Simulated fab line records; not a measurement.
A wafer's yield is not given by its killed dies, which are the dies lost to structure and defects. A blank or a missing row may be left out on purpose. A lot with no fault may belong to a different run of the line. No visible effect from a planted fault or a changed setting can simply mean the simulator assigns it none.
Comparing a struck lot with a sound one | flow nand harc | 15 out of 1302 route steps
Sound: wafers L314.3, L314.4, L314.6. Wafers L312.3, L312.4 were the ones struck. Last of all comes the cause.
Per side, at each step with rows, come the tool, then ch with its chambers, and then its first start. Under that, the readings that differ: sound wafers | struck wafers | difference of the means | sigmas: that difference in standard deviations of wafers without a fault.
alike: readings with means less than 2 such deviations apart, plus words and numbers identical on both sides. not compared: withheld readings, readings lacking a value on some wafer, bounds such as >300 that could conceal the same value, and numbers that have no deviation in the record and whose values overlap.
The two part at a step that has a row with sigmas, a row that says differs or no value, or rows on one side only. Numbers that have no deviation but don't overlap get no sigmas and don't part them. Lack of a reading on every wafer of one side parts them only where that side has two or more wafers.

first, 1 step without rows for these wafers: NHARC_A_CHANNEL_HOLE_D1_STRIP_43 (strips in O2/COS).
NHARC_A_CHANNEL_HOLE_D1_ETCH_44: etches the open film in CF4/O2, target depth 140 nm, overetch 14 nm, time 77 s.
  sound on rie diel-01 ch 1,2,3, day 17 10:59; struck on rie diel-12 ch 0,3, day 17 06:45
  alike: drypump motor current A, oes product au, rf vpp V, showerhead plenum p Torr, throttle valve pct
  not compared: rf hours counter h
then, 3 steps without rows for these wafers: NHARC_A_CHANNEL_HOLE_D1_STRIP_27 (strips in O2); NHARC_A_CHANNEL_HOLE_D1_PRECLEAN_28 (cleans in SC1); NHARC_A_CHANNEL_HOLE_D1_SRD_29.
NHARC_A_CHANNEL_HOLE_D1_CD_MEAS_30:
  sound: cd sem-02 at day 17 11:48; struck: cd sem-02 at day 17 07:33
  alike: cd nm
NHARC_A_CHANNEL_HOLE_D1_XSEM_31:
  sound on xsem-02 ch 0, day 17 11:53; struck on xsem-01 ch 0, day 17 07:38
  reading     | sound       | struck  | difference | sigmas
  bow nm (nm) | 9.2 9.2 9.2 | 8.4 8.3 | -0.8       | -2
  alike: bot cd nm, tilt deg
NHARC_A_CHANNEL_HOLE_D1_INSPECT_40:
  sound: defect inspect-02 at day 17 11:59; struck: defect inspect-01 at day 17 07:44
  alike: raw defect count
then, 2 steps without rows for these wafers: NHARC_A_CHANNEL_FILL_D1_PRECLEAN_00 (cleans in SC1); NHARC_A_CHANNEL_FILL_D1_SRD_01.
NHARC_A_CHANNEL_FILL_D1_ALD_02: deposits SiO2, target thk 6 nm, pulse time 10 s, ald cycles 60.
  sound on ald hk-01 ch 0,3, day 17 13:58; struck on ald hk-01 ch 0,2, day 17 10:31
  alike: heater power w, precursor pulse height rel
  not compared: ald cycles, since wet clean h
NHARC_A_CHANNEL_FILL_D1_ALD_03: deposits SiNx, target thk 6 nm, pulse time 60 s, ald cycles 58.
  sound: ald sin batch-03 ch 0; struck: ald sin batch-01 ch 0
  alike: precursor pulse height rel
  not compared: ald cycles
NHARC_A_CHANNEL_FILL_D1_ALD_14: deposits SiO2, target thk 2.5 nm, pulse time 10 s, ald cycles 25.
  sound on ald hk-04 ch 0,2,3, day 17 21:00; struck on ald hk-01 ch 1,3, day 17 17:30
  reading    | sound    | struck | difference | sigmas
  ald cycles | 25 25 25 | 11 11  | -14        |
  alike: heater power w, precursor pulse height rel
  not compared: since wet clean h
NHARC_A_CHANNEL_FILL_D1_ALD_15: deposits SiNx, target thk 2 nm, pulse time 60 s, ald cycles 19.
  sound: ald sin batch-01 ch 0; struck: ald sin batch-01 ch 0
  alike: precursor pulse height rel
  not compared: ald cycles
following that, these wafers have no rows for 1 step: NHARC_END_SORT_01.

## WHERE THEY PART
At NHARC_A_CHANNEL_HOLE_D1_XSEM_31 and nowhere else, as far as this record goes. Later steps at which nothing parts them and some readings are alike: NHARC_A_CHANNEL_HOLE_D1_INSPECT_40, NHARC_A_CHANNEL_FILL_D1_ALD_02, NHARC_A_CHANNEL_FILL_D1_ALD_03, NHARC_A_CHANNEL_FILL_D1_ALD_14, NHARC_A_CHANNEL_FILL_D1_ALD_15.

WHY: what the simulator had put in
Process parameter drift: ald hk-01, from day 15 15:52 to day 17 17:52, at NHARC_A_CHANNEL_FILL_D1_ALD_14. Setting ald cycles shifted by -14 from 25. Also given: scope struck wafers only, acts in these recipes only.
